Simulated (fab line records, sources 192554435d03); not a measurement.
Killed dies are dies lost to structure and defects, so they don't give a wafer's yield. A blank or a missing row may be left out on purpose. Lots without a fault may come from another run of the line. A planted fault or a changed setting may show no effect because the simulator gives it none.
Which tool did it? | flow n5_finfet | 24 lots, 72 wafers sampled, at 6 steps of a route of 1938

WHAT THE GAUGES READ, wafer by wafer
The record holds no reading of a measuring or inspecting step that can be judged against a usual standard deviation.

WHICH TOOL RAN EACH LOT (tool, then ch and the chambers of the sampled wafers, then the start)
lot  | N5_BEOL_M4_ILD_DEP_00           | N5_BEOL_M4_STRIP_66                | N5_BEOL_M4_SPUTTER_79        | N5_BEOL_M4_ANNEAL_87         | N5_BEOL_M4_SPUTTER_90        | N5_BEOL_M4_SPUTTER_92
L074 | pecvd-02 ch 0,1,2, day 7 07:38  | rie_diel-05 ch 0,3, day 7 09:28    | pvd_sputter-02, day 7 14:59  | pvd_sputter-02, day 7 15:31  | pvd_sputter-02, day 7 15:52  | pvd_sputter-02, day 7 16:05
L075 | pecvd-02 ch 1,2, day 7 20:32    | rie_diel-05 ch 0,1, day 7 22:08    | pvd_sputter-01, day 8 02:15  | pvd_sputter-01, day 8 02:46  | pvd_sputter-01, day 8 03:08  | pvd_sputter-01, day 8 03:21
L076 | pecvd-04 ch 0,1,2, day 8 15:58  | rie_diel-05 ch 2,3, day 8 17:55    | pvd_sputter-03, day 8 21:38  | pvd_sputter-03, day 8 22:09  | pvd_sputter-03, day 8 22:31  | pvd_sputter-03, day 8 22:44
L077 | pecvd-04 ch 0,1, day 8 19:19    | rie_diel-06 ch 0,2,3, day 8 21:08  | pvd_sputter-01, day 9 02:10  | pvd_sputter-01, day 9 02:41  | pvd_sputter-01, day 9 03:02  | pvd_sputter-01, day 9 03:16
L080 | pecvd-01 ch 0,1, day 8 20:14    | rie_diel-05 ch 0,2,3, day 8 21:27  | pvd_sputter-02, day 9 02:43  | pvd_sputter-02, day 9 03:14  | pvd_sputter-02, day 9 03:36  | pvd_sputter-02, day 9 03:49
L078 | pecvd-01 ch 0,1, day 8 21:13    | rie_diel-01 ch 0,3, day 8 22:07    | pvd_sputter-02, day 9 09:46  | pvd_sputter-02, day 9 10:17  | pvd_sputter-02, day 9 10:39  | pvd_sputter-02, day 9 10:52
L079 | pecvd-01 ch 0,1, day 9 02:10    | rie_diel-06 ch 1,2,3, day 9 03:43  | pvd_sputter-02, day 9 11:52  | pvd_sputter-02, day 9 12:23  | pvd_sputter-02, day 9 12:45  | pvd_sputter-02, day 9 12:58
L081 | pecvd-01 ch 0,1, day 9 04:12    | rie_diel-01 ch 1,2,3, day 9 05:13  | pvd_sputter-03, day 9 14:02  | pvd_sputter-03, day 9 14:34  | pvd_sputter-03, day 9 14:55  | pvd_sputter-03, day 9 15:08
L083 | pecvd-04 ch 1,2, day 9 07:53    | rie_diel-05 ch 0,1,2, day 9 09:17  | pvd_sputter-02, day 10 00:14 | pvd_sputter-02, day 10 00:46 | pvd_sputter-02, day 10 01:07 | pvd_sputter-02, day 10 01:20
L082 | pecvd-04 ch 0,1, day 9 08:20    | rie_diel-05 ch 0,1,2, day 9 09:32  | pvd_sputter-01, day 10 03:53 | pvd_sputter-01, day 10 04:25 | pvd_sputter-01, day 10 04:46 | pvd_sputter-01, day 10 04:59
L084 | pecvd-04 ch 0,1,2, day 10 01:14 | rie_diel-05 ch 0,1,3, day 10 02:35 | pvd_sputter-02, day 10 10:42 | pvd_sputter-02, day 10 11:13 | pvd_sputter-02, day 10 11:35 | pvd_sputter-02, day 10 11:48
L085 | pecvd-04 ch 0,2, day 10 06:56   | rie_diel-01 ch 1,2,3, day 10 09:17 | pvd_sputter-01, day 10 13:25 | pvd_sputter-01, day 10 13:56 | pvd_sputter-01, day 10 14:18 | pvd_sputter-01, day 10 14:31
L086 | pecvd-04 ch 0,1, day 10 22:01   | rie_diel-05 ch 0,1,3, day 11 01:21 | pvd_sputter-03, day 11 07:17 | pvd_sputter-03, day 11 07:49 | pvd_sputter-03, day 11 08:10 | pvd_sputter-03, day 11 08:23
L087 | pecvd-02 ch 0,1,2, day 10 23:07 | rie_diel-06 ch 1,3, day 11 01:31   | pvd_sputter-02, day 11 07:39 | pvd_sputter-02, day 11 08:10 | pvd_sputter-02, day 11 08:32 | pvd_sputter-02, day 11 08:45
L088 | pecvd-04 ch 0,1,2, day 11 00:44 | rie_diel-05 ch 0,1,2, day 11 02:51 | pvd_sputter-01, day 11 11:46 | pvd_sputter-01, day 11 12:17 | pvd_sputter-01, day 11 12:39 | pvd_sputter-01, day 11 12:52
L089 | pecvd-01 ch 0,1,2, day 11 06:46 | rie_diel-06 ch 0,2,3, day 11 08:04 | pvd_sputter-02, day 11 12:16 | pvd_sputter-02, day 11 12:47 | pvd_sputter-02, day 11 13:09 | pvd_sputter-02, day 11 13:22
L091 | pecvd-04 ch 0,1,2, day 11 13:17 | rie_diel-06 ch 1,2, day 11 14:59   | pvd_sputter-02, day 11 18:18 | pvd_sputter-02, day 11 18:49 | pvd_sputter-02, day 11 19:11 | pvd_sputter-02, day 11 19:24
L090 | pecvd-01 ch 0,1,2, day 11 14:33 | rie_diel-01 ch 0,1, day 11 15:40   | pvd_sputter-01, day 11 23:11 | pvd_sputter-01, day 11 23:42 | pvd_sputter-01, day 12 00:04 | pvd_sputter-01, day 12 00:17
L092 | pecvd-01 ch 0,2, day 11 22:47   | rie_diel-06 ch 0,2,3, day 11 23:53 | pvd_sputter-02, day 12 09:46 | pvd_sputter-02, day 12 10:17 | pvd_sputter-02, day 12 10:38 | pvd_sputter-02, day 12 10:52
L093 | pecvd-04 ch 0,1,2, day 12 15:18 | rie_diel-06 ch 0,1,3, day 12 16:40 | pvd_sputter-02, day 12 21:45 | pvd_sputter-02, day 12 22:16 | pvd_sputter-02, day 12 22:38 | pvd_sputter-02, day 12 22:51
L095 | pecvd-04 ch 0,1,2, day 12 19:56 | rie_diel-06 ch 0,2,3, day 12 21:38 | pvd_sputter-02, day 13 00:57 | pvd_sputter-02, day 13 01:28 | pvd_sputter-02, day 13 01:50 | pvd_sputter-02, day 13 02:03
L094 | pecvd-04 ch 0,1,2, day 13 06:37 | rie_diel-06 ch 0,3, day 13 07:58   | pvd_sputter-03, day 13 18:43 | pvd_sputter-03, day 13 19:14 | pvd_sputter-03, day 13 19:35 | pvd_sputter-03, day 13 19:49
L096 | pecvd-02 ch 1,2, day 13 07:28   | rie_diel-06 ch 0,3, day 13 10:04   | pvd_sputter-02, day 13 18:59 | pvd_sputter-02, day 13 19:30 | pvd_sputter-02, day 13 19:52 | pvd_sputter-02, day 13 20:05
L097 | pecvd-02 ch 1,2, day 13 10:14   | rie_diel-01 ch 0,1,3, day 13 11:43 | pvd_sputter-03, day 14 01:37 | pvd_sputter-03, day 14 02:08 | pvd_sputter-03, day 14 02:30 | pvd_sputter-03, day 14 02:43
- N5_BEOL_M4_ILD_DEP_00: deposits SiOC from DEMS/O2, target thk 79 nm, time 15.3 s.
- N5_BEOL_M4_STRIP_66: strips in CF4.
- N5_BEOL_M4_SPUTTER_79: material Cu, target thk 4.5 nm, time 8.29 s.
- N5_BEOL_M4_ANNEAL_87: time 240 s.
- N5_BEOL_M4_SPUTTER_90: material Cu, target thk 4.5 nm, time 8.29 s.
- N5_BEOL_M4_SPUTTER_92: material Cu, target thk 4.5 nm, time 8.29 s.

WHAT THE TOOLS THEMSELVES READ (means of the sampled wafers that have a number; where no wafer has one, the mark that the record gives instead)
N5_BEOL_M4_ILD_DEP_00. Usual: heater_power_w 551 W, standard deviation 80; showerhead_plenum_p_Torr 5.686 Torr, standard deviation 0.016; throttle_valve_pct 11.9 %, standard deviation 0.4.
lot  | tool     | heater_power_w (W) | showerhead_plenum_p_Torr (Torr) | throttle_valve_pct (%) | flag
L074 | pecvd-02 | 588                | 5.701                           | 11.9                   |
L075 | pecvd-02 | 612                | 5.696                           | 11.4                   |
L076 | pecvd-04 | 571                | 5.684                           | 11.8                   |
L077 | pecvd-04 | 535                | 5.686                           | 11.7                   |
L080 | pecvd-01 | 446                | 5.675                           | 11.8                   |
L078 | pecvd-01 | 450                | 5.677                           | 12.0                   |
L079 | pecvd-01 | 455                | 5.681                           | 12.2                   |
L081 | pecvd-01 | 413                | 5.680                           | 12.0                   |
L083 | pecvd-04 | 535                | 5.666                           | 12.1                   |
L082 | pecvd-04 | 609                | 5.686                           | 12.0                   |
L084 | pecvd-04 | 533                | 5.685                           | 12.0                   |
L085 | pecvd-04 | 647                | 5.682                           | 12.0                   |
L086 | pecvd-04 | 543                | 5.687                           | 11.8                   |
L087 | pecvd-02 | 554                | 5.702                           | 11.8                   |
L088 | pecvd-04 | 580                | 5.676                           | 12.0                   |
L089 | pecvd-01 | 469                | 5.692                           | 11.8                   |
L091 | pecvd-04 | 567                | 5.680                           | 12.1                   |
L090 | pecvd-01 | 468                | 5.682                           | 11.9                   |
L092 | pecvd-01 | 555                | 5.703                           | 11.8                   |
L093 | pecvd-04 | 577                | 5.675                           | 12.1                   |
L095 | pecvd-04 | 580                | 5.686                           | 12.1                   |
L094 | pecvd-04 | 567                | 5.673                           | 12.2                   |
L096 | pecvd-02 | 623                | 5.693                           | 11.6                   |
L097 | pecvd-02 | 603                | 5.693                           | 11.6                   |

N5_BEOL_M4_STRIP_66. Usual: drypump_motor_current_A 5.7 A, standard deviation 0.44; oes_product_au 0.76 a.u., standard deviation 0.089; rf_vpp_V 271.0 V, standard deviation 1.8; showerhead_plenum_p_Torr 1.79 Torr, standard deviation 0.079; throttle_valve_pct 13.67 %, standard deviation 0.17.
lot  | tool        | drypump_motor_current_A (A) | oes_product_au (a.u.) | rf_vpp_V (V) | showerhead_plenum_p_Torr (Torr) | throttle_valve_pct (%) | flag
L074 | rie_diel-05 | 5.1                         | 0.74                  | 269.5        | 1.74                            | 13.70                  |
L075 | rie_diel-05 | 5.7                         | 0.83                  | 270.4        | 1.74                            | 13.69                  |
L076 | rie_diel-05 | 5.2                         | 0.71                  | 270.0        | 1.75                            | 13.69                  |
L077 | rie_diel-06 | 5.8                         | 0.74                  | 272.1        | 1.82                            | 13.66                  |
L080 | rie_diel-05 | 5.3                         | 0.71                  | 269.3        | 1.71                            | 13.72                  |
L078 | rie_diel-01 | 5.3                         | 0.74                  | 271.0        | 1.78                            | 13.56                  |
L079 | rie_diel-06 | 5.7                         | 0.72                  | 271.2        | 1.79                            | 13.83                  |
L081 | rie_diel-01 | 5.9                         | 0.70                  | 271.2        | 1.80                            | 13.77                  |
L083 | rie_diel-05 | 5.8                         | 0.78                  | 270.1        | 1.75                            | 13.69                  |
L082 | rie_diel-05 | 5.8                         | 0.78                  | 270.7        | 1.75                            | 13.69                  |
L084 | rie_diel-05 | 5.7                         | 0.79                  | 270.3        | 1.78                            | 13.71                  |
L085 | rie_diel-01 | 5.9                         | 0.69                  | 271.4        | 1.80                            | 13.79                  |
L086 | rie_diel-05 | 5.7                         | 0.78                  | 271.1        | 1.78                            | 13.72                  |
L087 | rie_diel-06 | 5.8                         | 0.82                  | 271.9        | 1.85                            | 13.64                  |
L088 | rie_diel-05 | 5.7                         | 0.86                  | 272.1        | 1.82                            | 13.52                  |
L089 | rie_diel-06 | 5.8                         | 0.73                  | 271.6        | 1.81                            | 13.71                  |
L091 | rie_diel-06 | 5.6                         | 0.74                  | 268.9        | 1.73                            | 13.67                  |
L090 | rie_diel-01 | 5.7                         | 0.74                  | 271.3        | 1.79                            | 13.60                  |
L092 | rie_diel-06 | 5.8                         | 0.72                  | 271.8        | 1.81                            | 13.72                  |
L093 | rie_diel-06 | 5.8                         | 0.79                  | 272.1        | 1.83                            | 13.63                  |
L095 | rie_diel-06 | 5.7                         | 0.72                  | 271.4        | 1.81                            | 13.74                  |
L094 | rie_diel-06 | 5.9                         | 0.74                  | 273.2        | 1.86                            | 13.70                  |
L096 | rie_diel-06 | 5.8                         | 0.74                  | 272.0        | 1.86                            | 13.75                  |
L097 | rie_diel-01 | 5.6                         | 0.79                  | 270.8        | 1.78                            | 13.55                  |

N5_BEOL_M4_SPUTTER_79. Usual: throttle_valve_pct 30.1 %, standard deviation 1.5.
lot  | tool           | throttle_valve_pct (%) | flag
L074 | pvd_sputter-02 | 30.0                   |
L075 | pvd_sputter-01 | 29.7                   |
L076 | pvd_sputter-03 | 29.1                   |
L077 | pvd_sputter-01 | 30.1                   |
L080 | pvd_sputter-02 | 29.9                   |
L078 | pvd_sputter-02 | 30.2                   |
L079 | pvd_sputter-02 | 30.9                   |
L081 | pvd_sputter-03 | 30.1                   |
L083 | pvd_sputter-02 | 30.2                   |
L082 | pvd_sputter-01 | 29.8                   |
L084 | pvd_sputter-02 | 29.2                   |
L085 | pvd_sputter-01 | 30.1                   |
L086 | pvd_sputter-03 | 30.3                   |
L087 | pvd_sputter-02 | 29.9                   |
L088 | pvd_sputter-01 | 29.6                   |
L089 | pvd_sputter-02 | 31.0                   |
L091 | pvd_sputter-02 | 30.0                   |
L090 | pvd_sputter-01 | 29.7                   |
L092 | pvd_sputter-02 | 30.9                   |
L093 | pvd_sputter-02 | 30.9                   |
L095 | pvd_sputter-02 | 30.8                   |
L094 | pvd_sputter-03 | 30.2                   |
L096 | pvd_sputter-02 | 29.6                   |
L097 | pvd_sputter-03 | 29.2                   |

N5_BEOL_M4_ANNEAL_87. Usual: heater_power_w 795 W, standard deviation 95.
lot  | tool           | heater_power_w (W) | flag
L074 | pvd_sputter-02 | 794                |
L075 | pvd_sputter-01 | 825                |
L076 | pvd_sputter-03 | 771                |
L077 | pvd_sputter-01 | 794                |
L080 | pvd_sputter-02 | 822                |
L078 | pvd_sputter-02 | 865                |
L079 | pvd_sputter-02 | 814                |
L081 | pvd_sputter-03 | 788                |
L083 | pvd_sputter-02 | 823                |
L082 | pvd_sputter-01 | 813                |
L084 | pvd_sputter-02 | 811                |
L085 | pvd_sputter-01 | 781                |
L086 | pvd_sputter-03 | 797                |
L087 | pvd_sputter-02 | 762                |
L088 | pvd_sputter-01 | 796                |
L089 | pvd_sputter-02 | 810                |
L091 | pvd_sputter-02 | 814                |
L090 | pvd_sputter-01 | 811                |
L092 | pvd_sputter-02 | 810                |
L093 | pvd_sputter-02 | 815                |
L095 | pvd_sputter-02 | 753                |
L094 | pvd_sputter-03 | 799                |
L096 | pvd_sputter-02 | 867                |
L097 | pvd_sputter-03 | 802                |

N5_BEOL_M4_SPUTTER_90. Usual: throttle_valve_pct 30.2 %, standard deviation 1.5.
lot  | tool           | throttle_valve_pct (%) | flag
L074 | pvd_sputter-02 | 30.2                   |
L075 | pvd_sputter-01 | 29.8                   |
L076 | pvd_sputter-03 | 29.0                   |
L077 | pvd_sputter-01 | 29.9                   |
L080 | pvd_sputter-02 | 30.1                   |
L078 | pvd_sputter-02 | 30.3                   |
L079 | pvd_sputter-02 | 31.0                   |
L081 | pvd_sputter-03 | 30.2                   |
L083 | pvd_sputter-02 | 30.2                   |
L082 | pvd_sputter-01 | 29.8                   |
L084 | pvd_sputter-02 | 29.3                   |
L085 | pvd_sputter-01 | 30.2                   |
L086 | pvd_sputter-03 | 30.5                   |
L087 | pvd_sputter-02 | 29.9                   |
L088 | pvd_sputter-01 | 29.8                   |
L089 | pvd_sputter-02 | 30.9                   |
L091 | pvd_sputter-02 | 30.1                   |
L090 | pvd_sputter-01 | 29.9                   |
L092 | pvd_sputter-02 | 31.0                   |
L093 | pvd_sputter-02 | 30.8                   |
L095 | pvd_sputter-02 | 30.8                   |
L094 | pvd_sputter-03 | 30.5                   |
L096 | pvd_sputter-02 | 29.6                   |
L097 | pvd_sputter-03 | 29.2                   |

N5_BEOL_M4_SPUTTER_92. Usual: throttle_valve_pct 30.1 %, standard deviation 1.5.
lot  | tool           | throttle_valve_pct (%) | flag
L074 | pvd_sputter-02 | 30.2                   |
L075 | pvd_sputter-01 | 29.8                   |
L076 | pvd_sputter-03 | 28.9                   |
L077 | pvd_sputter-01 | 30.1                   |
L080 | pvd_sputter-02 | 30.0                   |
L078 | pvd_sputter-02 | 30.3                   |
L079 | pvd_sputter-02 | 31.2                   |
L081 | pvd_sputter-03 | 30.1                   |
L083 | pvd_sputter-02 | 30.1                   |
L082 | pvd_sputter-01 | 29.8                   |
L084 | pvd_sputter-02 | 29.2                   |
L085 | pvd_sputter-01 | 30.1                   |
L086 | pvd_sputter-03 | 30.2                   |
L087 | pvd_sputter-02 | 29.9                   |
L088 | pvd_sputter-01 | 29.7                   |
L089 | pvd_sputter-02 | 30.9                   |
L091 | pvd_sputter-02 | 30.1                   |
L090 | pvd_sputter-01 | 29.8                   |
L092 | pvd_sputter-02 | 31.0                   |
L093 | pvd_sputter-02 | 30.9                   |
L095 | pvd_sputter-02 | 30.6                   |
L094 | pvd_sputter-03 | 30.5                   |
L096 | pvd_sputter-02 | 29.4                   |
L097 | pvd_sputter-03 | 29.1                   |

THE ANSWER, worked out from the rows above alone
Rule: a lot is off if the mean of its wafers that have a number lies more than 3 standard deviations from the usual mean. A lot without any number at a reading at which 4 lots or more have one is off too. The other lots that the step has rows for count as sound. The gauges are gone through in route order, then the tools' own readings, and for those a lot's mean is taken as printed above. The first step at which some lot is off is used, and at that step the reading that is off furthest; a lot without a number counts as furthest.
No lot is off at any reading shown: from this, nothing can be told.

WHAT THE SIMULATOR HAD PUT IN
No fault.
